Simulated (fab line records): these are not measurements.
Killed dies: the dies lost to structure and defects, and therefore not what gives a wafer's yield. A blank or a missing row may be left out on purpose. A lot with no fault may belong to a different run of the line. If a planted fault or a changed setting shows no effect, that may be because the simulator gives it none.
fab line records	flow nandHarc
[record] lots = 5	wafers = 15	lastDay = 34
route steps=1302 shown P_M2@332
lots with no fault: from the same line, run without faults
startH: hours from the record's opening day to when the first of the lot's shown wafers began	waitH: time in hours since the lot's previous step	" unchanged from the row above	L1.1+2: a single row standing in for several wafers	- no value present, or no start provided	* or withheld: withheld	< > ~ a bound
route shown NAME@n: names a module that has steps shown in the file, with the first one's number in the route	usual: mean/standard deviation taken from wafers without a fault	same: alike in all rows	chamber/n: place in a boat	sites: per-site readings	_std_site: standard deviation across them	_edge_site: the outer-site mean with the inner-site mean subtracted	radiusMm: for every site, how far away it sits from the centre of the wafer	mask NAME#n: copy n	behind: tool/chamber where the wafer was last shaped	hold: what put the lot on hold/how long, in hours/how the hold closed	device: the transistor (n, p or np) that didn't switch	end of line: tests run on the same wafers once the route is complete	where a step has no rows: the recipe by itself	killed: count of dies lost to structure and defects at first sort (not the wafer's yield)	map: the dies of a wafer, with x for killed, . for not killed, _ for no die there
set.NAME: the setting that was run; set.NAME@STEP: the one run at that earlier step	model.NAME: the simulator's own value behind a step, which no gauge read
certain route steps with their lots: each step a table, each wafer a row
services: a tool's chamber out of use, with start hour (startH, from the record's first day; less than 0 if before it), hours out, and reason
[[steps]]
[step NHARC_P_M2_ETCH_35]
[recipe] targetDepthA = 400	overetchA = 120	timeS = 43.94	ionEnergyEv = 200	n2FlowSccm = 150	h2FlowSccm = 150	arFlowSccm = 0	rfW = 400	biasW = 150	chemistry = N2/H2
[usual] chamberPressureMTorr = 29.999/0.027	drypumpMotorCurrentA = 5.74/0.27	oesProductAu = 1.000/0.0071	rfVppV = 430.6/2.5	showerheadPlenumPTorr = 2.05/0.086	throttleValvePct = 14.172/0.0088
lot.wafer	tool	chamber	startH	waitH	chamberPressureMTorr	drypumpMotorCurrentA	oesProductAu	rfHoursCounterH	rfVppV	showerheadPlenumPTorr	throttleValvePct
L444.3	rieDiel-10	3	215.39	0.1	29.978	5.63	1.002	8	431.2	2.10	14.176
L444.2	"	1	"	"	29.990	6.07	1.003	8	428.7	1.97	14.163
L444.4	"	2	"	"	30.032	6.13	1.000	7	435.9	2.18	14.180
L450.4	rieDiel-12	2	278.14	0.1	29.989	5.54	1.011	0	426.9	1.90	14.174
L450.3	"	3	"	"	30.017	5.84	1.006	0	431.4	2.05	14.163
L450.5	"	3	"	"	29.978	5.86	0.998	-	431.4	2.05	14.158
L453.1	rieDiel-10	2	307.77	0.1	30.074	6.13	0.993	2	434.5	2.18	14.177
L453.2	"	3	"	"	29.988	5.60	0.981	3	431.9	2.10	14.173
L453.6	"	2	"	"	29.982	6.13	0.998	-	433.6	2.18	14.179
L454.1	rieDiel-12	0	324.10	0.1	29.978	5.42	1.008	2	429.3	2.00	14.179
L454.4	"	1	"	"	29.999	5.94	1.000	0	430.5	2.08	14.186
L454.6	"	3	"	"	30.014	5.82	0.987	-	431.3	2.05	14.177
L458.3	rieDiel-10	1	362.24	0.1	29.991	6.06	0.989	7	427.5	1.97	14.180
L458.1	"	2	"	"	29.985	6.13	0.997	5	434.0	2.18	14.177
L458.5	"	1	"	"	29.998	6.05	0.986	-	427.6	1.97	14.170
[step NHARC_P_M2_ETCH_15]
[recipe] targetDepthA = 1825	timeS = 91.2	c4f8FlowSccm = withheld	arFlowSccm = 400	rfW = 600	biasW = 300	chemistry = C4F8/Ar
[usual] chamberPressureMTorr = 25.003/0.023	oesProductAu = 0.949/0.024	rfVppV = 441.2/2.4
lot.wafer	tool	chamber	startH	waitH	chamberPressureMTorr	oesProductAu	rfHoursCounterH	rfVppV
L444.3	rieDiel-10	0	-	-	25.019	0.913	8	441.2
L444.4	"	1	"	"	25.007	0.928	8	439.3
L444.2	"	2	"	"	25.030	0.924	7	444.3
L450.4	rieDiel-12	1	-	-	24.981	0.966	0	443.4
L450.3	"	3	"	"	25.004	0.969	0	441.3
L450.5	"	1	"	"	25.018	0.976	-	441.8
L453.1	rieDiel-10	3	-	-	24.986	0.920	3	443.3
L453.2	"	0	"	"	25.025	0.924	3	443.0
L453.6	"	1	"	"	24.990	0.926	-	438.8
L454.1	rieDiel-12	0	-	-	25.024	0.977	2	439.3
L454.4	"	2	"	"	25.046	0.993	2	437.4
L454.6	"	0	"	"	25.010	0.969	-	438.8
L458.1	rieDiel-10	0	-	-	24.995	0.917	8	440.7
L458.3	"	3	"	"	25.015	0.921	6	442.4
L458.5	"	0	"	"	24.996	0.918	-	441.7
[step NHARC_P_M2_CD_MEAS_16]
[usual] cdNm = 169.8/0.61
lot.wafer	tool	chamber	startH	waitH	cdNm
L444.2	cdSem-02	-	215.61	-	169.2
L444.3	"	-	"	"	170.4
L444.4	"	-	"	"	170.6
L450.3	cdSem-02	-	278.37	-	170.2
L450.4	"	-	"	"	169.9
L450.5	"	-	"	"	170.3
L453.1	cdSem-02	-	307.98	-	170.1
L453.2	"	-	"	"	170.0
L453.6	"	-	"	"	169.5
L454.1	cdSem-03	-	324.31	-	170.9
L454.4	"	-	"	"	171.3
L454.6	"	-	"	"	170.8
L458.1	cdSem-02	-	362.47	-	168.9
L458.3	"	-	"	"	169.6
L458.5	"	-	"	"	169.2
[step NHARC_P_M2_STRIP_18]
[recipe] powerW = 1000	n2FlowSccm = 150	h2FlowSccm = 150	arFlowSccm = 0	biasW = 0	chemistry = N2/H2
[step NHARC_P_M2_ETCH_28]
[recipe] targetDepthA = 300	overEtchFrac = 0.3	timeS = 72.99	ionEnergyEv = 150	cf4FlowSccm = 50	n2FlowSccm = 100	arFlowSccm = 150	rfW = 300	biasW = 100	chemistry = CF4/N2
[usual] chamberPressureMTorr = 30.001/0.028	drypumpMotorCurrentA = 5.7/0.33	oesProductAu = 1.000/0.0075	rfVppV = 314.9/1.6	showerheadPlenumPTorr = 2.67/0.092	throttleValvePct = 19.793/0.0094
lot.wafer	tool	chamber	startH	waitH	chamberPressureMTorr	drypumpMotorCurrentA	oesProductAu	rfHoursCounterH	rfVppV	showerheadPlenumPTorr	throttleValvePct
L444.2	rieDiel-13	3	-	-	29.979	5.8	1.015	2	317.1	2.73	19.803
L444.3	"	2	"	"	29.988	5.1	1.011	2	317.1	2.73	19.778
L444.4	"	3	"	"	29.943	5.9	1.005	-	315.5	2.73	19.793
L450.4	rieDiel-13	2	-	-	30.019	5.1	1.000	7	315.5	2.73	19.797
L450.3	"	1	"	"	29.981	5.5	0.988	6	318.2	2.81	19.779
L450.5	"	2	"	"	29.995	5.1	1.005	-	317.1	2.73	19.803
L453.1	rieDiel-12	0	-	-	30.028	5.4	0.999	1	314.6	2.58	19.792
L453.2	"	2	"	"	29.972	5.5	1.009	1	311.7	2.46	19.796
L453.6	"	2	"	"	30.017	5.5	1.012	-	312.3	2.46	19.799
L454.4	rieDiel-13	0	-	-	29.990	6.1	1.001	9	313.6	2.65	19.793
L454.1	"	2	"	"	29.987	5.1	1.005	10	316.7	2.73	19.795
L454.6	"	0	"	"	30.007	6.1	1.005	-	315.4	2.65	19.798
L458.3	rieDiel-12	0	-	-	29.978	5.4	1.000	4	313.5	2.58	19.799
L458.1	"	2	"	"	29.992	5.5	1.011	4	310.7	2.45	19.794
L458.5	"	2	"	"	30.045	5.5	1.012	-	311.1	2.45	19.776
[step NHARC_P_M2_STRIP_19]
[recipe] timeS = 600	tempC = 30	chemistry = postEtchResidueRemover
[step NHARC_P_M2_DEGAS_29]
[recipe] tempC = 250	timeS = 60
[step NHARC_P_M2_PRE_CLEAN_30]
[recipe] timeS = 30	tempC = 280	gas = H2/He
[usual] heaterPowerW = 443/31	susceptorTempC = 279.99/0.19
lot.wafer	tool	chamber	startH	waitH	heaterPowerW	susceptorTempC
L444.2	pvdSputter-02	-	-	-	435	279.67
L444.4	"	-	"	"	467	280.23
L444.3	"	-	"	"	401	279.87
L450.3	pvdSputter-02	-	-	-	397	280.07
L450.4	"	-	"	"	429	280.01
L450.5	"	-	"	"	449	280.15
L453.1	pvdSputter-01	-	-	-	458	280.10
L453.2	"	-	"	"	421	279.74
L453.6	"	-	"	"	481	279.64
L454.1	pvdSputter-02	-	-	-	470	280.08
L454.4	"	-	"	"	388	279.97
L454.6	"	-	"	"	388	280.24
L458.3	pvdSputter-01	-	-	-	450	279.95
L458.1	"	-	"	"	480	279.74
L458.5	"	-	"	"	420	280.17
[step NHARC_P_M2_PVD_20]
[recipe] targetThkA = 50	biasV = 168.6	powerW = 15000	chamberPressurePa = 0.12	timeS = 8.06	substrateTempC = 50	material = TaN
[step NHARC_P_M2_PVD_21]
[recipe] targetThkA = 300	chamberPressurePa = 5	powerW = 5000	substrateTempC = 30	timeS = 20.49	material = Cu
[step NHARC_P_M2_ECD_22]
[recipe] targetThkA = 4000	bathTempC = 25	material = Cu
[step NHARC_P_M2_ANNEAL_31]
[recipe] tempC = 225	timeS = 90
[usual] wafer_temp_C_max = 225.85/0.22
lot.wafer	tool	chamber	startH	waitH	wafer_temp_C_max
L444.2	rtpAnneal-02	0	217.27	-	225.55
L444.3	"	0	"	"	225.76
L444.4	"	0	"	"	225.75
L450.3	rtpAnneal-01	0	279.91	-	225.89
L450.4	"	0	"	"	225.87
L450.5	"	0	"	"	226.00
L453.1	rtpAnneal-01	0	309.51	0.3	225.67
L453.2	"	0	"	"	225.77
L453.6	"	0	"	"	225.53
L454.1	rtpAnneal-01	0	325.77	-	225.76
L454.4	"	0	"	"	225.60
L454.6	"	0	"	"	225.77
L458.1	rtpAnneal-01	0	363.99	0.3	225.95
L458.3	"	0	"	"	225.82
L458.5	"	0	"	"	225.96
[step NHARC_P_M2_CMP_23]
[recipe] tOverpolishS = 20	targetThkNm = 144.3
[usual] motorCurrentA = 11.7/0.98	timeToEndpointS = 29.7/2.3
[same] tOverpolishS = 20
lot.wafer	tool	chamber	startH	waitH	motorCurrentA	timeToEndpointS
L444.4	cmp-03	3	217.56	-	10.9	30.5
L444.2	"	0	"	"	12.5	27.2
L444.3	"	2	"	"	10.8	35.1
L450.4	cmp-03	1	280.15	-	11.5	37.0
L450.3	"	2	"	"	10.7	29.6
L450.5	"	2	"	"	11.0	31.2
L453.2	cmp-02	3	309.86	-	13.8	28.5
L453.1	"	1	"	"	11.7	29.5
L453.6	"	3	"	"	14.1	30.2
L454.1	cmp-04	1	326.17	-	12.9	27.2
L454.4	"	2	"	"	12.3	29.6
L454.6	"	0	"	"	12.1	26.6
L458.3	cmp-04	3	364.34	-	10.9	29.0
L458.1	"	0	"	"	12.5	27.0
L458.5	"	3	"	"	11.1	29.0
[step NHARC_P_M2_THK_MEAS_24]
[recipe] thkMeasGauge = xrf
[usual] thkNm = 144.5/1.2
lot.wafer	tool	chamber	startH	waitH	thkNm
L444.2	filmMetro-01	-	217.87	-	143.3
L444.3	"	-	"	"	143.6
L444.4	"	-	"	"	144.1
L450.3	filmMetro-01	-	280.47	-	145.4
L450.4	"	-	"	"	149.2
L450.5	"	-	"	"	143.1
L453.1	filmMetro-02	-	310.17	-	145.7
L453.2	"	-	"	"	145.7
L453.6	"	-	"	"	144.3
L454.1	filmMetro-02	-	326.43	-	144.5
L454.4	"	-	"	"	144.6
L454.6	"	-	"	"	146.6
L458.1	filmMetro-01	-	364.65	-	145.8
L458.3	"	-	"	"	146.5
L458.5	"	-	"	"	144.8
[step NHARC_P_M2_SRD_25]
[step NHARC_P_M2_INSPECT_27]
[usual] rawDefectCount = 314/100
lot.wafer	tool	chamber	startH	waitH	rawDefectCount
L444.2	defectInspect-01	-	218.03	0.0	248
L444.3	"	-	"	"	198
L444.4	"	-	"	"	242
L450.3	defectInspect-02	-	280.62	0.0	131
L450.4	"	-	"	"	4929
L450.5	"	-	"	"	250
L453.1	defectInspect-02	-	310.33	0.0	230
L453.2	"	-	"	"	391
L453.6	"	-	"	"	162
L454.1	defectInspect-02	-	326.59	0.0	286
L454.4	"	-	"	"	387
L454.6	"	-	"	"	267
L458.1	defectInspect-02	-	364.81	0.0	444
L458.3	"	-	"	"	344
L458.5	"	-	"	"	299
[step NHARC_P_M2_PRE_CLEAN_32]
[recipe] timeS = 12	tempC = 370	rfPowerW = 300	gas = NH3
[[services]]
tool	chamber	startH	hours	kind
cmp-02	-	199.99	13.0	repair
cmp-04	-	209.00	4.0	pm
rieDiel-13	1	211.78	4.5	repair
rieDiel-13	-	224.48	1.4	repair
pvdSputter-01	-	226.09	10.0	pm
rieDiel-12	-	238.32	0.4	repair
rieDiel-10	-	242.50	9.0	pm
cmp-03	-	242.59	0.6	repair
cmp-03	-	260.00	4.0	pm
rieDiel-10	-	261.09	1.0	repair
rieDiel-12	-	268.56	9.0	pm
rieDiel-12	1	282.79	38.4	repair
rieDiel-12	2	286.14	3.1	repair
pvdSputter-02	-	286.53	10.0	pm
cmp-03	-	287.13	1.1	repair
cmp-04	-	300.42	0.8	repair
cmp-04	-	307.00	4.0	pm
cmp-03	-	333.09	2.1	repair
rieDiel-12	-	335.32	3.6	repair
rieDiel-13	-	342.05	9.0	pm
cmp-03	-	344.50	5.7	repair
rieDiel-10	2	346.46	3.2	repair
rieDiel-12	1	354.04	11.7	repair
cmp-03	-	358.00	4.0	pm
[[key]]
[firstSign] step = NHARC_P_M2_CMP_23	reading = timeToEndpointS	direction = up	sigmas = 3.1	usual = *	struck = *
[effect] step = NHARC_P_M2_THK_MEAS_24	reading = thkNm	direction = up	sigmas = 3.8	usual = 144.5	struck = 149.2
[effect] step = NHARC_P_M2_INSPECT_27	reading = rawDefectCount	direction = up	sigmas = 44	usual = 314	struck = 4929
metAt NHARC_P_M2_CMP_23
struckWafers L450.4
laterRowsLeftOut L450.4
sortLeftOut L450.4
[fault] kind = processParameterDrift	tool = cmp-03	chamber = 1	onsetH = 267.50	steps = NHARC_P_M2_CMP_23	channel = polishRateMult	offset = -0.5	shape = step	endH = 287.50
// sortLeftOut: the simulated sort isn't trusted on such a fault, so these wafers' sort isn't shown, and their yield isn't known
// laterRowsLeftOut: the simulator's readings of these wafers behind a module that went badly wrong aren't trusted and aren't shown, but for the sort
